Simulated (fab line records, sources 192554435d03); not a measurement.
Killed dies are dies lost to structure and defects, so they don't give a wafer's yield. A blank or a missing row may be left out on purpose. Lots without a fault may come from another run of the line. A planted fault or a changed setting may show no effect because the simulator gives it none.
A struck lot beside a sound one | flow n5_finfet | 18 steps out of a route of 1938
Sound: wafers L673.2, L673.3, L673.4. Struck: wafer L666.4. (L666.2, L666.5 of the same lot were not struck and are left out.) The cause comes at the end.
At each step with rows: each side's tool, then ch and its chambers, then its first start. Under that, the readings that differ: sound wafers | struck wafers | difference of the means | sigmas: that difference in standard deviations of wafers without a fault.
alike: readings whose means differ by less than 2 such deviations, and words and numbers that are the same on both sides. not compared: withheld readings, readings that some wafer has no value for, bounds like >300 that may hide the same value, and numbers for which the record gives no deviation and whose values overlap.
The two part at a step that has a row with sigmas, a row that says differs or no value, or rows on one side only. Numbers that don't overlap but have no deviation are shown without sigmas and don't part them. A reading that every wafer of one side lacks parts them only if that side has two wafers or more.

first, 2 steps without rows for these wafers: N5_BEOL_M14_ETCH_68 (etches SOC in N2/H2, time 450 s); N5_BEOL_M14_STRIP_69 (strips in N2/H2).
N5_BEOL_M14_TRENCH_ETCH_34: etches SiO2 in C4F8/O2/Ar, target depth 556.65 nm, time 126.9 s.
  sound on rie_diel-05 ch 0,1,2, day 15 01:09; struck on rie_diel-05 ch 2, day 13 04:37
  reading                | sound     | struck | difference | sigmas
  rf_hours_counter_h (h) | 42 216 68 | 24     | -85        |
  alike: C4F8_flow_sccm, O2_flow_sccm, drypump_motor_current_A, oes_product_au, rf_vpp_V, showerhead_plenum_p_Torr, throttle_valve_pct
then, 1 step without rows for these wafers: N5_BEOL_M14_STRIP_70 (strips in C4F8/O2/Ar).
N5_BEOL_M14_OCD_MEAS_35:
  sound on ocd-01, day 15 01:18; struck on ocd-02, day 13 04:46
  alike: trench_depth_nm
N5_BEOL_M14_STRIP_37: strips in O2.
  sound on rie_diel-05 ch 0,1,3, day 15 03:07; struck on rie_diel-01 ch 3, day 13 05:45
  reading                | sound    | struck | difference | sigmas
  rf_hours_counter_h (h) | 8 69 217 | 4      | -94        |
  alike: drypump_motor_current_A, oes_product_au, rf_vpp_V, showerhead_plenum_p_Torr, throttle_valve_pct
then, 3 steps without rows for these wafers: N5_BEOL_M14_ETCH_38 (etches SiCN in CF4/N2, target depth 106.5 nm, time 120.6 s); N5_BEOL_M14_PRECLEAN_39 (cleans in residue remover, time 60 s); N5_BEOL_M14_SRD_40 (time 30 s, dry time 30 s).
N5_BEOL_M14_DEGAS_41: time 60 s.
  sound on pvd_sputter-02, day 15 04:00; struck on pvd_sputter-03, day 13 06:19
  alike: heater_power_w
N5_BEOL_M14_PRE_CLEAN_42: time 30 s.
  sound on pvd_sputter-02, day 15 04:02; struck on pvd_sputter-03, day 13 06:21
  alike: heater_power_w
then, 1 step without rows for these wafers: N5_BEOL_M14_SPUTTER_43 (material TaN, target thk 15 nm, time 24.19 s).
N5_BEOL_M14_SPUTTER_44: material Ta, target thk 15 nm, time 24.19 s.
  sound on pvd_sputter-02, day 15 04:10; struck on pvd_sputter-03, day 13 06:28
  reading                                     | sound        | struck | difference | sigmas
  model.Ta_of_BEOL_M14_SPUTTER_44.thk_nm (nm) | 15 15.2 15.2 | 21.2   | +6.1       |
  alike: throttle_valve_pct
N5_BEOL_M14_SPUTTER_45: material Cu, target thk 100 nm, time 16.67 s.
  sound on pvd_sputter-02, day 15 04:14; struck on pvd_sputter-03, day 13 06:33
  alike: throttle_valve_pct
then, 2 steps without rows for these wafers: N5_BEOL_M14_ECD_47 (material Cu, target thk 1248 nm); N5_BEOL_M14_ANNEAL_48 (time 90 s).
N5_BEOL_M14_CMP_49: polishes, stops on SiO2, t overpolish 5.2 s, target thk 560 nm.
  sound on cmp-04 ch 1,2,3, day 15 13:02; struck on cmp-03 ch 1, day 13 07:11
  reading                      | sound             | struck | difference | sigmas
  barrier_field_endpoint_s (s) | 11.64 11.24 11.31 | 13.80  | +2.40      | +8
  alike: motor_current_A, slurry_flow_ml_min
N5_BEOL_M14_THK_MEAS_50: measures by xrf.
  sound on film_metro-02, day 15 13:18; struck on film_metro-01, day 13 07:26
  alike: M14_THK

WHERE THEY PART
Only at N5_BEOL_M14_CMP_49, within this record. Later steps at which nothing parts them and some readings are alike: N5_BEOL_M14_THK_MEAS_50.

WHY: what the simulator had put in
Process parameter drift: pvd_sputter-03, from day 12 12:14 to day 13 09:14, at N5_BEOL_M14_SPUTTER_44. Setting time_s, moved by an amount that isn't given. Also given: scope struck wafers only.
